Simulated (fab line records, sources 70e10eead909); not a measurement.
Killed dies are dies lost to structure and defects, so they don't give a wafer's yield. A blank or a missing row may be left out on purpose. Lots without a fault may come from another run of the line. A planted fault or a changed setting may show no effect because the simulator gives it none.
fab line records | flow nand_harc
record lots=24 wafers=72 last_day=24
route steps=1159 shown A_STAIRCASE@558
lots that met no fault: from a run of the same line without faults
start_h: hours from the record's first day to the start of the lot's first wafer shown | wait_h: hours since the lot's step before | " the same as in the row above | L1.1+2: a row that stands for several wafers | - no value, or no start given | * or withheld: withheld | < > ~ a bound
route shown NAME@n: a module of which the file shows steps, and the number in the route of the first | usual: mean/standard deviation of fault-free wafers | same: alike in all rows | chamber/n: place in a boat | sites: the reading at each site | _std_site: their standard deviation | _edge_site: outer sites' mean less inner sites' | radius_mm: how far each site lies from the wafer's centre | mask NAME#n: copy n | behind: the tool/chamber that last shaped the wafer | hold: why the lot was held/for how many hours/how that ended | device: the transistor (n, p or np) that didn't switch | end of line: the same wafers' tests at the end of the route | a step without rows: its recipe alone | killed: dies lost to structure and defects at the first sort, not the wafer's yield | map: a wafer's dies, x killed, . not, _ none there
set.NAME: the setting as run; set.NAME@STEP: as run at that earlier step | model.NAME: the simulator's own value behind a step, which no gauge read
steps of the route over a sample of lots; a table a step, a row a wafer
services: from which hour (start_h, from the record's first day; less than 0 if before it) a tool's chamber was out of use, for how many hours, and why
## steps
# step NHARC_A_STAIRCASE_ETCH_21
# recipe target_depth_a=1000 time_s=40.5 ion_energy_ev=400 c4f8_flow_sccm=20 o2_flow_sccm=10 ar_flow_sccm=withheld rf_w=600 bias_w=1000 chemistry=C4F8/O2
# usual oes_product_au=0.954/0.019 rf_vpp_V=897/4
# columns lot.wafer tool chamber start_h wait_h oes_product_au rf_hours_counter_h rf_vpp_V
L074.2 rie_diel-04 0 - - 0.958 42 900
L074.4 " 3 " " 0.971 43 895
L074.6 " 1 " " 0.933 - 902
L076.4 rie_diel-11 2 - - 0.952 12 900
L076.5 " 1 " " 0.947 - 891
L076.6 " 2 " " 0.953 - 900
L075.2 rie_diel-09 2 - - 0.914 63 897
L075.1 " 0 " " 0.934 59 903
L075.6 " 2 " " 0.924 - 898
L078.2 rie_diel-04 1 - - 0.948 50 902
L078.4 " 3 " " 0.956 52 895
L078.5 " 2 " " 0.958 - 902
L077.3 rie_diel-11 2 - - 0.950 20 901
L077.1 " 0 " " 0.956 21 896
L077.5 " 2 " " 0.948 - 899
L079.4 rie_diel-11 2 - - 0.979 25 900
L079.6 " 3 " " 0.977 - 896
L079.5 " 0 " " 0.978 - 895
L080.4 rie_diel-04 3 - - 0.958 58 894
L080.5 " 3 " " 0.963 - 896
L080.6 " 0 " " 0.955 - 900
L082.2 rie_diel-04 0 - - 0.924 62 900
L082.1 " 1 " " 0.916 60 902
L082.4 " 2 " " 0.932 57 900
L081.1 rie_diel-09 2 - - 0.985 6 898
L081.3 " 0 " " 0.976 7 901
L081.6 " 2 " " 0.975 - 896
L084.3 rie_diel-09 1 - - 0.925 10 901
L084.1 " 2 " " 0.941 8 899
L084.2 " 0 " " 0.951 10 903
L083.2 rie_diel-11 2 - - 0.961 34 898
L083.1 " 3 " " 0.977 35 896
L083.3 " 0 " " 0.977 38 897
L085.1 rie_diel-04 2 - - 0.967 3 902
L085.2 " 3 " " 0.980 3 894
L085.5 " 1 " " 0.965 - 902
L086.3 rie_diel-11 2 - - 0.965 41 899
L086.4 " 3 " " 0.961 - 895
L086.5 " 1 " " 0.965 - 890
L087.2 rie_diel-04 3 - - 0.940 4 895
L087.1 " 0 " " 0.956 4 901
L087.6 " 3 " " 0.942 - 894
L089.1 rie_diel-04 2 - - 0.970 12 901
L089.4 " 1 " " 0.988 10 901
L089.5 " 3 " " 0.949 - 894
L090.1 rie_diel-11 3 - - 0.946 47 893
L090.6 " 0 " " 0.950 - 893
L090.5 " 1 " " 0.939 - 889
L088.1 rie_diel-09 3 - - 0.951 25 892
L088.6 " 0 " " 0.938 - 902
L088.5 " 1 " " 0.921 - 902
L091.4 rie_diel-11 0 - - 0.929 54 895
L091.1 " 2 " " 0.928 53 901
L091.5 " 0 " " 0.936 - 896
L092.3 rie_diel-09 0 - - 0.991 30 902
L092.1 " 3 " " 0.989 29 891
L092.5 " 0 " " 0.978 - 902
L094.4 rie_diel-09 1 - - 0.967 32 901
L094.2 " 3 " " 0.970 32 890
L094.5 " 1 " " 0.963 - 901
L093.2 rie_diel-11 0 - - 0.968 58 896
L093.3 " 2 " " 0.959 57 898
L093.6 " 2 " " 0.966 - 898
L096.2 rie_diel-04 0 - - 0.933 23 901
L096.4 " 2 " " 0.950 25 900
L096.5 " 0 " " 0.946 - 898
L095.4 rie_diel-11 2 - - 0.939 61 899
L095.1 " 3 " " 0.932 63 895
L095.5 " 0 " " 0.936 - 894
L097.1 rie_diel-04 0 - - 0.970 23 899
L097.2 " 2 " " 0.994 26 902
L097.3 " 3 " " 0.989 24 894
# step NHARC_A_STAIRCASE_DESCUM_291
# recipe time_s=3 o2_flow_sccm=200 ar_flow_sccm=0 bias_power_w=0 chemistry=O2
# usual drypump_motor_current_A=5.7/0.46 oes_product_au=1.002/0.0094 rf_vpp_V=57.8/0.92 showerhead_plenum_p_Torr=1.94/0.062 throttle_valve_pct=11.310/0.0095
# columns lot.wafer tool chamber start_h wait_h drypump_motor_current_A oes_product_au rf_hours_counter_h rf_vpp_V showerhead_plenum_p_Torr throttle_valve_pct
L076.4 rie_diel-04 3 252.53 - 6.1 1.010 50 56.5 1.90 11.302
L076.5 " 1 " " 5.2 0.996 - 57.5 2.01 11.306
L076.6 " 2 " " 5.6 1.014 - 59.2 2.00 11.298
L074.4 rie_diel-04 1 252.67 - 5.2 0.994 48 56.8 2.01 11.329
L074.2 " 2 " " 5.6 1.009 46 59.5 2.00 11.305
L074.6 " 1 " " 5.2 0.991 - 58.6 2.01 11.313
L075.2 rie_diel-11 3 264.36 - 5.0 0.992 22 57.8 1.90 11.318
L075.1 " 1 " " 5.3 1.013 22 58.7 1.82 11.302
L075.6 " 0 " " 6.0 1.020 - 58.3 1.91 11.313
L077.3 rie_diel-04 3 273.07 - 6.0 1.017 59 58.0 1.90 11.320
L077.1 " 1 " " 5.2 0.991 57 58.5 2.00 11.308
L077.5 " 3 " " 6.1 1.019 - 56.6 1.90 11.328
L078.4 rie_diel-04 0 273.45 - 5.8 1.005 59 57.6 1.98 11.304
L078.2 " 3 " " 6.0 1.017 59 58.1 1.90 11.301
L078.5 " 1 " " 5.2 0.995 - 57.6 2.00 11.310
L079.4 rie_diel-09 3 284.76 - 5.7 1.012 7 57.7 1.85 11.316
L079.6 " 0 " " 5.5 1.017 - 56.7 2.01 11.308
L079.5 " 1 " " 6.7 0.993 - 57.3 2.01 11.320
L080.4 rie_diel-04 0 284.97 - 5.8 0.992 63 58.2 1.98 11.307
L080.5 " 3 " " 6.0 1.001 - 59.0 1.90 11.318
L080.6 " 0 " " 5.8 0.999 - 57.5 1.98 11.324
L082.1 rie_diel-09 2 291.69 - 5.4 1.006 9 57.2 1.93 11.318
L082.2 " 3 " " 5.7 1.007 9 57.1 1.85 11.314
L082.4 " 0 " " 5.5 1.010 10 57.3 2.01 11.288
L081.3 rie_diel-11 2 293.47 - 5.9 0.999 33 57.8 1.97 11.333
L081.1 " 3 " " 5.0 0.995 34 56.9 1.89 11.293
L081.6 " 2 " " 6.0 1.004 - 57.7 1.97 11.311
L084.1 rie_diel-04 0 307.83 - 5.8 1.005 4 57.2 1.98 11.288
L084.3 " 1 " " 5.2 1.016 2 57.6 2.00 11.302
L084.2 " 2 " " 5.6 1.013 4 59.3 1.99 11.309
L083.2 rie_diel-11 0 311.48 - 6.0 0.999 43 57.4 1.91 11.314
L083.3 " 1 " " 5.3 1.010 43 57.8 1.81 11.305
L083.1 " 3 " " 5.0 1.005 42 57.2 1.89 11.309
L085.2 rie_diel-11 0 320.29 - 6.0 1.003 45 58.4 1.91 11.318
L085.1 " 3 " " 5.0 1.005 44 57.9 1.89 11.291
L085.5 " 1 " " 5.3 0.997 - 56.8 1.81 11.303
L086.4 rie_diel-09 1 322.17 - 6.7 0.977 23 59.1 2.00 11.304
L086.3 " 0 " " 5.5 1.012 25 58.6 2.01 11.326
L086.5 " 2 " " 5.4 0.997 - 57.6 1.93 11.307
L087.1 rie_diel-04 1 322.47 - 5.2 1.013 8 57.7 2.00 11.322
L087.2 " 3 " " 6.0 0.997 9 57.5 1.90 11.300
L087.6 " 1 " " 5.1 1.014 - 59.1 2.00 11.304
L088.1 rie_diel-04 3 343.32 - 6.1 0.994 16 57.6 1.89 11.303
L088.5 " 3 " " 6.0 0.995 - 58.1 1.89 11.315
L088.6 " 0 " " 5.8 1.008 - 58.0 1.98 11.315
L089.1 rie_diel-09 3 346.41 - 5.7 1.004 29 56.4 1.84 11.298
L089.4 " 0 " " 5.5 1.004 31 58.2 2.00 11.313
L089.5 " 2 " " 5.4 0.992 - 56.2 1.93 11.309
L090.1 rie_diel-09 3 347.51 - 5.7 0.999 30 57.9 1.84 11.325
L090.6 " 3 " " 5.7 0.995 - 57.8 1.84 11.304
L090.5 " 0 " " 5.5 1.007 - 57.8 2.00 11.307
L091.1 rie_diel-04 3 358.32 - 6.1 0.992 20 56.8 1.89 11.307
L091.4 " 0 " " 5.7 1.010 21 57.7 1.98 11.319
L091.5 " 0 " " 5.8 1.013 - 57.7 1.97 11.300
L092.3 rie_diel-09 3 360.26 - 5.7 1.008 34 58.4 1.84 11.313
L092.1 " 1 " " 6.7 0.989 34 57.6 2.00 11.315
L092.5 " 3 " " 5.7 1.013 - 57.2 1.84 11.306
L094.2 rie_diel-04 1 373.99 - 5.2 1.015 27 58.0 1.99 11.307
L094.4 " 3 " " 6.0 0.997 30 59.3 1.89 11.319
L094.5 " 0 " " 5.8 1.004 - 57.8 1.97 11.304
L093.3 rie_diel-09 2 375.82 - 5.4 1.009 40 57.5 1.92 11.303
L093.2 " 3 " " 5.7 1.008 41 55.9 1.84 11.329
L093.6 " 0 " " 5.5 1.004 - 59.3 2.00 11.313
L096.2 rie_diel-09 3 380.19 - 5.7 1.013 42 56.3 1.84 11.296
L096.4 " 0 " " 5.5 1.009 44 59.4 2.00 11.329
L096.5 " 2 " " 5.4 0.999 - 56.8 1.92 11.310
L097.2 rie_diel-09 2 382.72 - 5.4 0.988 41 59.6 1.92 11.324
L097.3 " 3 " " 5.7 1.004 43 56.6 1.84 11.297
L097.1 " 0 " " 5.5 1.004 45 59.6 2.00 11.314
L095.4 rie_diel-11 0 383.93 - 6.0 1.002 2 58.7 1.90 11.307
L095.1 " 2 " " 6.0 0.978 3 58.5 1.96 11.305
L095.5 " 3 " " 5.0 0.994 - 56.2 1.88 11.301
# step NHARC_A_STAIRCASE_HM_OPEN_463
# recipe o2_flow_sccm=400 cos_flow_sccm=20 ar_flow_sccm=0 rf_w=500 bias_w=300 chemistry=O2/COS
# usual drypump_motor_current_A=5.7/0.45 oes_product_au=1.003/0.011 rf_vpp_V=468.3/2.1 showerhead_plenum_p_Torr=3.17/0.095 throttle_valve_pct=28.330/0.0081
# columns lot.wafer tool chamber start_h wait_h drypump_motor_current_A oes_product_au rf_hours_counter_h rf_vpp_V showerhead_plenum_p_Torr throttle_valve_pct
L076.4 rie_diel-04 0 - - 5.8 0.986 52 469.2 3.23 28.323
L076.5 " 2 " " 5.6 1.009 - 469.7 3.26 28.335
L076.6 " 3 " " 6.0 1.004 - 467.1 3.11 28.335
L074.2 rie_diel-04 2 - - 5.6 1.009 50 468.9 3.26 28.327
L074.4 " 3 " " 6.0 1.004 53 465.2 3.11 28.344
L074.6 " 1 " " 5.2 0.992 - 469.8 3.26 28.313
L075.1 rie_diel-04 1 - - 5.2 0.998 57 470.1 3.26 28.341
L075.2 " 0 " " 5.8 1.008 59 469.0 3.23 28.323
L075.6 " 2 " " 5.7 1.017 - 469.9 3.25 28.324
L077.3 rie_diel-04 0 - - 5.7 1.004 62 471.1 3.23 28.337
L077.1 " 3 " " 6.1 1.015 61 464.9 3.10 28.327
L077.5 " 1 " " 5.2 1.002 - 469.9 3.26 28.339
L078.4 rie_diel-11 1 - - 5.3 1.004 30 463.5 2.97 28.325
L078.2 " 0 " " 6.0 1.017 31 466.8 3.12 28.337
L078.5 " 1 " " 5.4 1.006 - 464.9 2.97 28.335
L079.4 rie_diel-11 1 - - 5.4 0.991 33 463.1 2.97 28.338
L079.5 " 3 " " 5.0 0.991 - 466.9 3.09 28.335
L079.6 " 0 " " 6.0 1.012 - 467.1 3.11 28.335
L080.4 rie_diel-09 0 - - 5.5 1.003 10 471.2 3.27 28.328
L080.5 " 1 " " 6.7 0.992 - 470.6 3.26 28.309
L080.6 " 2 " " 5.5 1.017 - 467.3 3.15 28.330
L082.2 rie_diel-09 2 - - 5.3 1.005 13 467.4 3.15 28.342
L082.4 " 3 " " 5.7 1.006 15 465.8 3.02 28.327
L082.1 " 1 " " 6.7 0.978 14 471.1 3.26 28.328
L081.1 rie_diel-04 2 - - 5.6 1.006 2 470.7 3.25 28.316
L081.3 " 3 " " 6.1 1.016 3 466.9 3.10 28.318
L081.6 " 0 " " 5.8 1.008 - 467.9 3.23 28.326
L084.3 rie_diel-09 3 - - 5.8 1.016 19 464.1 3.01 28.333
L084.2 " 1 " " 6.7 0.985 19 469.8 3.26 28.325
L084.1 " 2 " " 5.4 1.013 17 467.8 3.15 28.340
L083.1 rie_diel-09 3 - - 5.8 1.011 20 464.6 3.01 28.330
L083.2 " 0 " " 5.5 1.007 23 471.4 3.26 28.336
L083.3 " 1 " " 6.7 0.970 21 469.0 3.26 28.329
L085.1 rie_diel-09 1 - - 6.7 0.988 23 471.1 3.26 28.337
L085.2 " 3 " " 5.7 1.014 24 464.7 3.01 28.318
L085.5 " 0 " " 5.5 1.009 - 470.3 3.26 28.319
L086.3 rie_diel-04 0 - - 5.8 0.994 10 469.7 3.22 28.327
L086.4 " 1 " " 5.2 1.008 9 470.4 3.25 28.323
L086.5 " 3 " " 6.1 1.004 - 466.9 3.10 28.326
L087.2 rie_diel-09 2 - - 5.4 0.998 22 466.3 3.15 28.336
L087.1 " 3 " " 5.7 1.002 24 466.3 3.01 28.340
L087.6 " 1 " " 6.7 0.981 - 471.1 3.26 28.346
L088.1 rie_diel-11 2 - - 6.0 1.004 55 468.7 3.20 28.338
L088.6 " 0 " " 6.0 1.001 - 467.7 3.10 28.325
L088.5 " 1 " " 5.3 1.000 - 463.1 2.96 28.337
L089.4 rie_diel-09 0 - - 5.5 1.013 33 471.0 3.26 28.347
L089.1 " 2 " " 5.4 1.001 29 466.7 3.14 28.325
L089.5 " 3 " " 5.8 1.007 - 464.3 3.01 28.333
L090.1 rie_diel-11 0 - - 6.0 1.001 56 465.4 3.10 28.330
L090.6 " 2 " " 6.0 1.002 - 470.4 3.20 28.322
L090.5 " 0 " " 6.0 1.003 - 468.7 3.10 28.337
L091.4 rie_diel-09 2 - - 5.4 0.999 34 467.9 3.14 28.325
L091.1 " 3 " " 5.8 1.005 35 463.2 3.01 28.325
L091.5 " 3 " " 5.8 0.996 - 465.3 3.01 28.326
L092.3 rie_diel-04 3 - - 6.1 0.996 25 466.0 3.09 28.338
L092.1 " 0 " " 5.7 1.006 24 469.3 3.21 28.327
L092.5 " 0 " " 5.7 0.995 - 468.6 3.22 28.330
L094.2 rie_diel-09 2 - - 5.4 0.991 40 467.8 3.14 28.330
L094.4 " 3 " " 5.8 1.006 41 464.6 3.00 28.324
L094.5 " 1 " " 6.7 0.995 - 469.6 3.25 28.328
L093.2 rie_diel-04 3 - - 6.1 0.992 33 466.0 3.08 28.325
L093.3 " 0 " " 5.8 1.011 31 469.4 3.21 28.325
L093.6 " 1 " " 5.2 1.010 - 469.3 3.24 28.344
L096.2 rie_diel-09 0 - - 5.5 1.015 46 469.7 3.25 28.320
L096.4 " 1 " " 6.7 0.975 45 469.4 3.25 28.328
L096.5 " 3 " " 5.8 1.019 - 465.1 3.00 28.330
L097.3 rie_diel-04 0 - - 5.8 0.995 33 469.1 3.21 28.339
L097.1 " 1 " " 5.2 1.022 32 468.8 3.24 28.327
L097.2 " 2 " " 5.6 1.008 37 468.9 3.23 28.323
L095.4 rie_diel-09 0 - - 5.5 1.001 49 471.3 3.25 28.340
L095.1 " 1 " " 6.7 0.984 48 469.1 3.25 28.326
L095.5 " 0 " " 5.5 1.000 - 470.6 3.25 28.334
# step NHARC_A_STAIRCASE_ETCHBACK_157
# recipe target_depth_a=900 over_etch_frac=0.3 time_s=167.14 ion_energy_ev=120 ch3f_flow_sccm=50 o2_flow_sccm=30 ar_flow_sccm=200 rf_w=500 bias_w=100 chemistry=CH3F/O2
# usual drypump_motor_current_A=5.7/0.43 oes_product_au=0.97/0.036 rf_vpp_V=244.6/1.3 showerhead_plenum_p_Torr=2.48/0.073 throttle_valve_pct=20.662/0.0089
# columns lot.wafer tool chamber start_h wait_h drypump_motor_current_A oes_product_au rf_hours_counter_h rf_vpp_V showerhead_plenum_p_Torr throttle_valve_pct
L076.4 rie_diel-11 3 302.68 0.2 5.0 1.00 40 245.1 2.43 20.638
L076.5 " 2 " " 6.0 1.01 - 244.0 2.53 20.660
L076.6 " 3 " " 5.0 1.01 - 244.1 2.43 20.671
L074.2 rie_diel-09 3 303.48 0.2 5.7 1.01 16 242.7 2.37 20.667
L074.4 " 1 " " 6.7 0.99 15 244.4 2.57 20.668
L074.6 " 3 " " 5.7 1.01 - 245.4 2.37 20.666
L075.1 rie_diel-11 3 314.36 0.2 5.0 0.93 44 244.0 2.43 20.664
L075.2 " 0 " " 6.0 0.92 44 243.8 2.45 20.660
L075.6 " 3 " " 5.0 0.93 - 244.8 2.43 20.667
L078.2 rie_diel-09 1 323.31 0.2 6.8 0.91 23 246.7 2.57 20.668
L078.4 " 2 " " 5.4 0.93 22 245.5 2.48 20.643
L078.5 " 2 " " 5.4 0.92 - 243.8 2.48 20.664
L077.1 rie_diel-11 1 323.58 0.2 5.4 0.97 46 242.7 2.33 20.664
L077.3 " 2 " " 6.0 0.93 46 244.0 2.53 20.647
L077.5 " 3 " " 5.0 0.95 - 244.0 2.43 20.666
L080.4 rie_diel-11 2 333.40 0.2 6.0 1.00 49 245.0 2.53 20.653
L080.5 " 3 " " 5.0 0.99 - 244.7 2.43 20.663
L080.6 " 0 " " 6.0 1.00 - 244.7 2.45 20.664
L079.4 rie_diel-11 1 333.63 0.2 5.3 0.93 49 242.9 2.33 20.651
L079.5 " 2 " " 6.0 0.91 - 246.0 2.52 20.669
L079.6 " 3 " " 5.0 0.94 - 244.0 2.42 20.655
L082.4 rie_diel-04 2 343.38 0.1 5.6 1.00 18 245.5 2.55 20.669
L082.2 " 3 " " 6.1 0.99 16 245.5 2.43 20.666
L082.1 " 1 " " 5.2 1.00 16 245.8 2.56 20.664
L081.3 rie_diel-09 3 343.47 0.2 5.7 0.93 29 242.4 2.37 20.667
L081.1 " 0 " " 5.5 0.93 30 246.4 2.57 20.676
L081.6 " 3 " " 5.7 0.93 - 242.2 2.37 20.676
L084.1 rie_diel-11 1 365.54 0.1 5.3 1.00 57 241.6 2.33 20.656
L084.2 " 2 " " 6.0 0.99 62 245.7 2.52 20.660
L084.3 " 0 " " 6.0 1.01 63 243.1 2.44 20.668
L083.2 rie_diel-11 2 366.17 0.1 6.0 0.93 62 244.5 2.52 20.662
L083.3 " 3 " " 5.0 0.93 64 243.1 2.42 20.670
L083.1 " 0 " " 6.0 0.94 64 244.3 2.44 20.668
L086.3 rie_diel-04 3 373.69 0.2 6.0 0.95 30 244.9 2.43 20.663
L086.4 " 1 " " 5.2 0.98 27 246.4 2.56 20.662
L086.5 " 3 " " 6.0 0.95 - 245.6 2.43 20.666
L087.2 rie_diel-09 0 373.75 0.1 5.5 1.00 43 245.1 2.57 20.663
L087.1 " 3 " " 5.7 1.01 40 243.2 2.36 20.652
L087.6 " 1 " " 6.7 0.98 - 245.7 2.56 20.664
L085.2 rie_diel-04 1 375.69 0.2 5.2 1.01 28 246.0 2.56 20.672
L085.1 " 0 " " 5.7 1.01 29 245.8 2.53 20.670
L085.5 " 1 " " 5.2 1.02 - 246.1 2.56 20.659
L090.1 rie_diel-09 2 393.73 0.2 5.4 0.92 46 243.6 2.47 20.665
L090.6 " 0 " " 5.5 0.93 - 244.5 2.56 20.671
L090.5 " 1 " " 6.7 0.91 - 244.7 2.56 20.662
L089.1 rie_diel-11 1 393.96 0.1 5.3 1.01 6 242.8 2.32 20.652
L089.4 " 3 " " 5.0 1.00 6 242.5 2.42 20.660
L089.5 " 2 " " 6.0 0.99 - 245.4 2.52 20.660
L088.1 rie_diel-04 3 394.36 0.2 6.1 0.95 38 245.8 2.43 20.672
L088.5 " 3 " " 6.1 0.96 - 244.1 2.43 20.670
L088.6 " 0 " " 5.8 0.96 - 245.8 2.53 20.654
L092.3 rie_diel-04 3 410.97 0.2 6.1 1.00 44 243.1 2.42 20.655
L092.1 " 0 " " 5.7 0.99 42 245.4 2.53 20.661
L092.5 " 2 " " 5.6 1.01 - 245.1 2.54 20.646
L091.1 rie_diel-04 0 412.33 0.1 5.7 1.00 42 244.5 2.53 20.677
L091.4 " 2 " " 5.6 1.01 48 244.9 2.54 20.681
L091.5 " 1 " " 5.2 1.02 - 244.9 2.55 20.662
L094.2 rie_diel-09 2 421.55 0.2 5.4 0.95 54 242.8 2.47 20.668
L094.4 " 1 " " 6.7 0.95 56 245.6 2.55 20.664
L094.5 " 2 " " 5.4 0.95 - 244.8 2.47 20.647
L093.2 rie_diel-04 2 421.61 0.1 5.6 0.93 52 245.4 2.54 20.652
L093.3 " 1 " " 5.2 0.94 47 245.8 2.55 20.666
L093.6 " 3 " " 6.1 0.92 - 243.6 2.42 20.658
L095.1 rie_diel-04 0 434.64 0.2 5.7 1.01 50 244.8 2.52 20.662
L095.4 " 1 " " 5.2 1.01 52 244.1 2.55 20.652
L095.5 " 0 " " 5.7 1.01 - 244.0 2.52 20.670
L097.1 rie_diel-04 2 434.83 0.2 5.6 0.94 57 245.3 2.54 20.659
L097.2 " 0 " " 5.8 0.93 50 245.4 2.52 20.680
L097.3 " 1 " " 5.2 0.93 52 245.0 2.55 20.657
L096.2 rie_diel-04 1 436.19 0.3 5.2 0.99 53 246.7 2.55 20.666
L096.4 " 2 " " 5.6 1.00 58 246.0 2.54 20.669
L096.5 " 1 " " 5.2 1.00 - 246.6 2.55 20.663
# step NHARC_A_STAIRCASE_DEP_471
# recipe target_thk_a=1000 temp_c=400 pressure_torr=6.5 rf_w=900 teos_flow_sccm=161.4 flow_sccm=2650 target_thk_nm=100 gas=O2 material=SiO2
# usual heater_power_w=534/68 mfc_precursor_sccm=161.5/0.48 throttle_valve_pct=16.1/0.44
# columns lot.wafer tool chamber start_h wait_h heater_power_w mfc_precursor_sccm throttle_valve_pct
L076.5 pecvd-04 2 303.13 - 484 161.4 17.2
L076.6 " 0 " " 577 162.1 15.9
L076.4 " 1 " " 533 162.1 15.6
L074.2 pecvd-04 1 304.06 - 547 161.4 15.9
L074.6 " 1 " " 539 160.8 16.1
L074.4 " 0 " " 614 161.8 16.0
L075.1 pecvd-03 0 314.64 - 518 162.3 16.2
L075.2 " 1 " " 488 161.6 16.4
L075.6 " 1 " " 495 162.5 16.4
L078.2 pecvd-04 1 323.59 - 539 161.8 15.7
L078.5 " 1 " " 549 161.4 15.9
L078.4 " 2 " " 431 161.2 16.9
L077.3 pecvd-03 2 323.82 - 483 161.9 15.8
L077.1 " 0 " " 507 160.2 16.3
L077.5 " 0 " " 502 161.4 16.3
L080.4 pecvd-03 1 333.73 - 601 161.3 16.3
L080.5 " 2 " " 380 161.3 15.6
L080.6 " 0 " " 442 161.9 16.6
L079.4 pecvd-04 1 333.94 - 509 161.5 15.8
L079.5 " 2 " " 492 161.2 16.8
L079.6 " 0 " " 571 161.4 15.7
L082.2 pecvd-01 2 343.66 - 561 162.0 15.3
L082.1 " 0 " " 600 161.0 15.7
L082.4 " 2 " " 591 161.9 15.9
L081.3 pecvd-04 0 344.49 - 563 161.2 15.5
L081.1 " 2 " " 525 161.6 17.4
L081.6 " 1 " " 514 161.5 15.7
L084.3 pecvd-03 2 365.82 - 399 162.0 16.1
L084.2 " 0 " " 512 161.2 16.4
L084.1 " 1 " " 535 162.4 16.4
L083.1 pecvd-03 1 366.45 - 574 160.7 16.3
L083.3 " 2 " " 480 161.3 15.9
L083.2 " 0 " " 529 162.0 16.4
L086.3 pecvd-01 0 373.95 - 563 161.8 15.5
L086.4 " 0 " " 574 162.2 15.7
L086.5 " 2 " " 556 160.9 15.9
L087.1 pecvd-03 0 374.06 - 489 162.1 16.4
L087.2 " 2 " " 500 161.6 15.8
L087.6 " 1 " " 550 161.0 16.6
L085.1 pecvd-01 0 375.97 - 531 161.4 15.7
L085.2 " 1 " " 639 161.2 16.7
L085.5 " 1 " " 631 161.3 16.3
L090.1 pecvd-04 1 393.96 - 511 161.1 15.8
L090.5 " 2 " " 519 161.8 16.5
L090.6 " 0 " " 601 161.6 15.9
L089.1 pecvd-03 0 394.28 - 523 162.2 16.6
L089.4 " 2 " " 481 161.7 16.0
L089.5 " 0 " " 536 162.2 16.3
L088.1 pecvd-01 2 394.64 - 617 161.0 15.8
L088.6 " 2 " " 634 160.8 15.3
L088.5 " 0 " " 510 161.0 15.6
L092.3 pecvd-03 1 411.21 - 567 161.6 16.9
L092.1 " 2 " " 460 161.2 16.0
L092.5 " 2 " " 452 160.5 16.0
L091.1 pecvd-01 2 412.67 - 609 161.5 15.6
L091.4 " 0 " " 603 161.4 15.8
L091.5 " 2 " " 591 161.6 15.9
L094.2 pecvd-03 0 421.83 - 499 162.1 16.5
L094.5 " 1 " " 553 162.2 16.7
L094.4 " 2 " " 471 161.5 16.0
L093.2 pecvd-03 2 422.00 - 404 160.5 16.2
L093.3 " 0 " " 519 161.6 16.5
L093.6 " 2 " " 425 160.6 16.2
L095.1 pecvd-01 1 434.99 - 576 161.0 16.4
L095.5 " 1 " " 552 162.1 16.3
L095.4 " 0 " " 581 161.3 15.3
L097.1 pecvd-04 0 435.13 - 537 161.4 15.7
L097.2 " 1 " " 573 161.1 15.8
L097.3 " 2 " " 534 161.8 16.8
L096.2 pecvd-04 2 436.55 - 527 161.4 16.8
L096.5 " 1 " " 461 161.3 15.7
L096.4 " 2 " " 550 161.0 16.6
# step NHARC_A_STAIRCASE_CMP_472
# recipe material=SiO2
# usual motor_current_A=12.0/0.98
# columns lot.wafer tool chamber start_h wait_h motor_current_A
L076.4 cmp-02 1 303.34 0.1 10.8
L076.5 " 0 " " 11.4
L076.6 " 1 " " 11.2
L074.2 cmp-02 0 304.33 0.2 12.0
L074.4 " 1 " " 11.6
L074.6 " 1 " " 11.0
L075.2 cmp-02 3 314.92 0.2 13.0
L075.1 " 2 " " 11.3
L075.6 " 3 " " 12.6
L078.4 cmp-02 0 323.89 0.2 11.3
L078.2 " 1 " " 11.2
L078.5 " 3 " " 12.1
L077.1 cmp-01 3 324.13 0.2 12.4
L077.3 " 0 " " 12.8
L077.5 " 2 " " 12.1
L080.4 cmp-02 2 333.94 0.2 10.7
L080.6 " 1 " " 11.4
L080.5 " 2 " " 11.0
L079.4 cmp-03 2 334.15 0.2 10.6
L079.5 " 1 " " 14.4
L079.6 " 2 " " 11.0
L082.4 cmp-02 3 343.94 0.2 12.5
L082.2 " 0 " " 11.4
L082.1 " 1 " " 11.1
L081.1 cmp-03 1 344.76 0.2 13.9
L081.3 " 0 " " 11.7
L081.6 " 1 " " 14.7
L084.2 cmp-01 3 366.12 0.2 13.3
L084.3 " 0 " " 13.2
L084.1 " 1 " " 12.0
L083.2 cmp-02 2 366.72 0.2 11.4
L083.3 " 3 " " 12.6
L083.1 " 0 " " 11.2
L086.3 cmp-02 3 374.22 0.2 12.7
L086.4 " 1 " " 11.3
L086.5 " 0 " " 11.6
L087.2 cmp-03 0 374.36 0.2 11.2
L087.1 " 1 " " 13.5
L087.6 " 0 " " 11.7
L085.2 cmp-02 0 376.27 0.2 11.6
L085.1 " 1 " " 10.6
L085.5 " 0 " " 11.6
L090.1 cmp-01 3 394.26 0.3 13.1
L090.6 " 2 " " 12.5
L090.5 " 3 " " 12.7
L089.4 cmp-03 2 394.58 0.2 10.0
L089.1 " 3 " " 12.1
L089.5 " 0 " " 11.3
L088.1 cmp-01 2 394.99 0.3 11.6
L088.6 " 3 " " 12.6
L088.5 " 0 " " 13.0
L092.3 cmp-02 1 411.53 0.3 10.7
L092.1 " 2 " " 10.5
L092.5 " 0 " " 11.7
L091.1 cmp-01 1 412.92 0.2 12.4
L091.4 " 2 " " 12.0
L091.5 " 0 " " 13.6
L094.2 cmp-03 0 422.17 0.3 11.0
L094.4 " 3 " " 11.6
L094.5 " 1 " " 13.8
L093.2 cmp-01 2 422.27 0.2 11.0
L093.3 " 1 " " 11.5
L093.6 " 2 " " 11.5
L095.1 cmp-01 3 435.29 0.3 12.6
L095.4 " 0 " " 12.9
L095.5 " 2 " " 12.0
L097.2 cmp-03 0 435.43 0.2 11.3
L097.3 " 1 " " 13.9
L097.1 " 2 " " 10.6
L096.4 cmp-02 3 436.80 0.1 12.8
L096.2 " 2 " " 11.5
L096.5 " 3 " " 12.7
## services
# columns tool chamber start_h hours kind
rie_diel-11 1 223.95 4.9 repair
cmp-02 - 226.54 4.0 pm
pecvd-04 - 227.01 1.1 repair
rie_diel-09 0 238.59 5.8 repair
pecvd-04 0 239.39 10.8 repair
rie_diel-09 - 254.10 9.0 pm
cmp-01 - 269.06 1.2 repair
cmp-02 - 270.74 0.5 repair
cmp-02 - 271.61 1.0 repair
rie_diel-04 1 285.68 14.8 repair
rie_diel-04 - 288.90 9.0 pm
pecvd-03 - 292.37 13.0 pm
cmp-02 - 296.86 4.4 repair
rie_diel-09 - 303.60 1.2 repair
rie_diel-11 0 306.40 2.2 repair
cmp-02 - 324.68 4.0 pm
rie_diel-11 1 352.19 8.8 repair
rie_diel-11 - 367.85 9.0 pm
pecvd-04 - 376.24 13.0 pm
cmp-02 - 389.09 6.8 repair
rie_diel-09 - 407.74 0.8 repair
rie_diel-09 - 414.50 0.5 repair
cmp-02 - 422.75 4.0 pm
rie_diel-09 - 432.03 9.0 pm
## key
fault none
